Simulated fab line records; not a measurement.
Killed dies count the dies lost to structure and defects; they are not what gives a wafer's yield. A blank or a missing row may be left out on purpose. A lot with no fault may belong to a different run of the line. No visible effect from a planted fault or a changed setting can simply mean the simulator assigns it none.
Problem report in the 8D (eight disciplines) form, filled by code || flow n5_finfet || the parts of the form that need people (team, actions taken, sign-off) are left out

## 1. THE ISSUE
Mean of run_length_s at N5_FIN_SAQP_PECVD_47: 59.7 s across 3 wafers in 2 lots; on wafers with no fault it is 72.8 s (standard deviation 0.53). That is -25 standard deviations from the usual mean.
The step: deposits a-Si from SiH4/He, target thk 45 nm, time 36.3 s.
First seen on wafer L982.3, day 7 09:09, on pecvd-03. At this step, 27 wafers from 9 lots have a number in the record. The rule behind "out" and "out of limits": a value lying over 4 standard deviations away from the usual mean. All remaining wafers that have a number are taken as sound.

## 2. WHAT THIS IS AND IS NOT
{"question": "which readings at this step", "is": "run_length_s", "is not": "heater_power_w, showerhead_plenum_p_Torr, throttle_valve_pct"}
{"question": "which lots", "is": "L982, L983", "is not": "L962, L965, L966, L969, L970, L972, L973"}
{"question": "which wafers of those lots", "is": "L982.3, L983.2, L983.3", "is not": "L982.1, L982.4, L983.5"}
{"question": "read on which tools", "is": "pecvd-03", "is not": "pecvd-01, pecvd-04"}
{"question": "when", "is": "from day 7 09:09", "is not": "up to then (23 sound wafers); but 1 sound wafer of L983 came after"}

## 3. SUSPECTS, AND WHAT RULES EACH OUT
Counting: a tool at a process step up to the reading stays a suspect if it ran every lot that is out. Sound lots after the first of them don't rule it out here, since some wafers of a struck lot are sound.
- rie_si-02 at N5_PMOS_HMC_CHANNEL_EPI_FIN_RECESS_16 (chemistry HBr/Cl2, target Si, target depth 54 nm, time 18 s): kept. Every lot that is out went through it, the first being L982 (day 7 06:12); the last sound lot it ran before that was L972 (day 4 17:47).
- cmp-04 at N5_PMOS_HMC_CHANNEL_EPI_CMP_21 (polishes SiGe30, target thk 54 nm): kept. Every lot that is out went through it, the first being L982 (day 7 07:44); the last sound lot it ran before that was L970 (day 4 07:22).
- pecvd-03 at N5_FIN_SAQP_PECVD_47 (deposits a-Si from SiH4/He, target thk 45 nm, time 36.3 s): kept. Every lot that is out went through it, the first being L982 (day 7 09:09); the last sound lot it ran before that was L973 (day 5 05:44). Its own readings are out on those wafers: run_length_s.
After the count, these remain: rie_si-02 at N5_PMOS_HMC_CHANNEL_EPI_FIN_RECESS_16, cmp-04 at N5_PMOS_HMC_CHANNEL_EPI_CMP_21 and pecvd-03 at N5_FIN_SAQP_PECVD_47.

## 4. THE CAUSE (what the simulator had put in)
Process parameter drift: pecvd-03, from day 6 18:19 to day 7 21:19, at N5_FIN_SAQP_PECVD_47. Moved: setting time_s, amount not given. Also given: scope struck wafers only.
Counting left 3 suspects, and this tool is among them.

## 5. THE CHAIN OF EFFECTS, in route order
Each row: a reading where the mean over the struck wafers with a number is more than 3 standard deviations away from the usual. Scope: only readings with a usual standard deviation given in the record; hours: median across lots of the time from each lot's start at the first step in this table that gives one to its start at this step; sigmas: change in usual standard deviations.
{"hours": 0, "step": "N5_FIN_SAQP_PECVD_47", "reading": "run_length_s", "usual": "72.8 s", "on struck wafers": 59.7, "change": -13.1, "sigmas": -25}
{"hours": 3, "step": "N5_FIN_SAQP_MANDREL_ETCH_58", "reading": "oes_product_au", "usual": "0.702 a.u.", "on struck wafers": 0.560, "change": -0.142, "sigmas": -12}
Its process steps:
- N5_FIN_SAQP_PECVD_47: deposits a-Si from SiH4/He, target thk 45 nm, time 36.3 s.
- N5_FIN_SAQP_MANDREL_ETCH_58: etches a-Si in HBr/Cl2, stops on SiNx, target depth 45 nm, bt time 10 s, time 27 s.
Later steps that measure or inspect, where all struck wafers having a row at the step show a number for every such reading and not one has moved that far: N5_BEOL_M4_RC_MEAS_101.

## 6. HOW IT WOULD HAVE BEEN CAUGHT EARLIER
First out-of-limits reading in this record: day 7 09:09, which is 15 hours after fault onset at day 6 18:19.
